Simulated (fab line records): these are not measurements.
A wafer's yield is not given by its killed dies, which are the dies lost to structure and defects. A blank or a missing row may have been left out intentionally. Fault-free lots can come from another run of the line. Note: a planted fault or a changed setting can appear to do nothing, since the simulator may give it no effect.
Lot-split experiment | flow n5Finfet | 21 wafers read across 7 lots, on a route 1938 steps long

== ABOUT THE SPLIT ==
At N5_BEOL_M5_COAT_74 (time 60 s, resist thk 5 nm), the setting spinRpm was moved away from the recipe's 1500 rpm on 8 of the 21 wafers read, by -5.8% to +9.1%. For the rest of the wafers, this setting stayed at what the recipe calls for.

== FROM THE SPLIT TO THE READING: what the file shows between them, 3 steps ==
- N5_BEOL_M5_COAT_22: resist thk 30 nm
- N5_BEOL_M5_EBR_24
- N5_BEOL_M5_DESCUM_33: chemistry O2, time 7 s

== THE READING ==
etch.depthNm (the simulator's own value, which no gauge read), in nm, at N5_BEOL_M5_ETCH_75 (etches underlayer in N2/H2, target depth 6.5 nm, time 5.2 s). No usual value for it is given in the file. Average 5.006 nm, standard deviation 0.019 nm, over the 13 wafers here run with the recipe.

wafer  | tool, chamber at the split | spinRpm as run, rpm | against the recipe | etch.depthNm, nm | against lot-mates on the recipe
L075.2 | lithoTrack-01, 0           | 1597                | +6.5%              | 4.855            | -0.149
L075.4 | lithoTrack-01, 0           | 1500                | recipe             | 5.004            | -
L075.6 | lithoTrack-01, 0           | 1597                | +6.5%              | 4.835            | -0.169
L077.3 | lithoTrack-03, 0           | 1500                | recipe             | 4.996            | -
L077.5 | lithoTrack-03, 0           | 1436                | -4.3%              | 5.121            | +0.126
L077.6 | lithoTrack-03, 0           | 1500                | recipe             | 4.994            | -
L078.2 | lithoTrack-03, 0           | 1500                | recipe             | 5.03             | -
L078.4 | lithoTrack-03, 0           | 1500                | recipe             | 5.039            | -
L078.6 | lithoTrack-03, 0           | 1500                | recipe             | 5.036            | -
L079.2 | lithoTrack-01, 0           | 1500                | recipe             | 4.986            | -
L079.4 | lithoTrack-01, 0           | 1500                | recipe             | 5.006            | -
L079.6 | lithoTrack-01, 0           | 1500                | recipe             | 4.997            | -
L086.1 | lithoTrack-01, 0           | 1611                | +7.4%              | 4.826            | -0.188
L086.2 | lithoTrack-01, 0           | 1500                | recipe             | 5.021            | -
L086.6 | lithoTrack-01, 0           | 1500                | recipe             | 5.006            | -
L087.2 | lithoTrack-04, 0           | 1413                | -5.8%              | 5.15             | +0.162
L087.3 | lithoTrack-04, 0           | 1413                | -5.8%              | 5.165            | +0.177
L087.6 | lithoTrack-04, 0           | 1500                | recipe             | 4.988            | -
L089.2 | lithoTrack-04, 0           | 1637                | +9.1%              | 4.782            | -0.193
L089.5 | lithoTrack-04, 0           | 1500                | recipe             | 4.975            | -
L089.6 | lithoTrack-04, 0           | 1637                | +9.1%              | 4.777            | -0.198

FIT RESULTS
A straight line over all 21 wafers: etch.depthNm changes by -0.0252 nm for each +1% of spinRpm; r = -0.99; the points scatter about the line by 0.017 nm.
The same after taking each lot's own level away (the mean of its wafers on the recipe; 21 wafers): -0.0247 nm for each +1%; r = -0.99; scatter 0.014 nm.
That fit puts the effect of the largest move of spinRpm on the reading at 0.23 nm.
From 4.9750 to 5.0350 nm: that is the span of the lots' own levels, equal to 3.1 times the standard deviation above.
The two slopes agree, so the slope changes little with the lot-to-lot level.
Check: -0.227 nm against its lot-mates is what the line predicts for one of the wafers moved furthest among these (+9.1%) when that wafer is left out of the fit. Against them it came out at -0.193 nm.

== FILE'S OWN FIT ==
etch.depthNm changes by -0.0247 nm for each +1% of spinRpm, r = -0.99.
